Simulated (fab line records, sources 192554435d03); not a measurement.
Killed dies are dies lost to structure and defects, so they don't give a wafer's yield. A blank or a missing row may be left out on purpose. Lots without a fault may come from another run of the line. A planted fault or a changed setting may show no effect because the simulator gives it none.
Chamber matching | flow n5_finfet | N5_BEOL_M4_ETCH_64 on rie_diel-06: 4 sister chambers
The step etches SOC in N2/H2, target depth 75 nm, overetch 22.5 nm, time 121.9 s. 7 wafers are shown with their chamber, then 7 later ones without.

WAFERS WITH THEIR CHAMBER
wafer  | chamber | showerhead_plenum_p_Torr (Torr) | throttle_valve_pct (%)
L078.2 | 3       | 2.41                            | 17.73
L078.5 | 0       | 2.61                            | 18.04
L084.1 | 0       | 2.60                            | 18.04
L084.2 | 3       | 2.41                            | 17.75
L084.3 | 1       | 2.53                            | 17.41
L085.1 | 1       | 2.53                            | 17.41
L085.2 | 2       | 2.72                            | 17.49

WAFERS WITHOUT THEIR CHAMBER
wafer  | showerhead_plenum_p_Torr (Torr) | throttle_valve_pct (%)
L085.3 | 2.40                            | 17.76
L092.1 | 2.71                            | 17.53
L092.2 | 2.52                            | 17.44
L092.4 | 2.60                            | 17.62
L096.1 | 2.60                            | 17.66
L096.2 | 2.39                            | 17.79
L096.5 | 2.39                            | 17.80

WHICH CHAMBER EACH WENT THROUGH
wafer  | from the rows above     | in truth
L085.3 | 3                       | 3
L092.1 | 2                       | 2
L092.2 | 1                       | 1
L092.4 | 1                       | 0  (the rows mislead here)
L096.1 | can't be placed: 1 or 2 | 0
L096.2 | 3                       | 3
L096.5 | 3                       | 3
Placed correctly: 5 of 7. Can't be placed from these rows: 1 (the true chamber is among the candidates in 0). Placed wrongly: 1.
How it was worked out, from the rows above alone: a wafer's distance from a chamber is the root of the sum, over the readings, of the square of ((its reading less the chamber's mean) divided by the reading's scatter). The wafer belongs to the nearest chamber; if the next one is less than 2 further off, it can't be placed. A chamber's mean is the mean of its shown wafers. The scatter: the root of (the sum of the squares of (reading less its chamber's mean) over the shown wafers, divided by (wafers less chambers)).
